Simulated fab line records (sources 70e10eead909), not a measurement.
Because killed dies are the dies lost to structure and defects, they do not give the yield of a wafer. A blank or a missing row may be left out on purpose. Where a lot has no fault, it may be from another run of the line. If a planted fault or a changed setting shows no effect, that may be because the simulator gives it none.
Which tool did it?    flow nand-harc    route of 1302 steps, sampled at 1 step: 6 lots, 18 wafers

## WHAT EACH GAUGE READ, for each wafer
NHARC_HYBRID_BOND_INSPECT_06: inspects for defects (ir void).
lot   measured      on                 raw-defect-count
L740  day 23 17:37  defect-inspect-02  135 127 116
L744  day 26 06:57  defect-inspect-02  71 65 65
L747  day 27 01:24  defect-inspect-01  142 153 197
L752  day 28 16:02  defect-inspect-01  64 55 56
L751  day 29 18:23  defect-inspect-01  93 106 88
L760  day 31 23:51  defect-inspect-01  119 145 155

## TOOL THAT RAN EACH LOT (tool first, then ch and the chambers of the sampled wafers, then the start)
No process step before these readings appears in the record.

## THE ANSWER, worked out from the rows above alone
Rule: usual is defined by the lots themselves. Put in order of their means at a reading, lots are off if they are a third of the lots or fewer, leave a main group of 4 or more, and stand apart from it by a gap of 3 or more times the standard deviation of the main group's means; of several such gaps the widest counts. A main group whose means are all the same, to the digits that the tables above print for the reading, isn't used. Also off: a lot with no number at a reading for which 4 or more lots have one. The other lots that the step has rows for count as sound.
No lot is off on any of the readings shown, so nothing can be concluded from this.

## WHAT THE SIMULATOR HAD INSERTED
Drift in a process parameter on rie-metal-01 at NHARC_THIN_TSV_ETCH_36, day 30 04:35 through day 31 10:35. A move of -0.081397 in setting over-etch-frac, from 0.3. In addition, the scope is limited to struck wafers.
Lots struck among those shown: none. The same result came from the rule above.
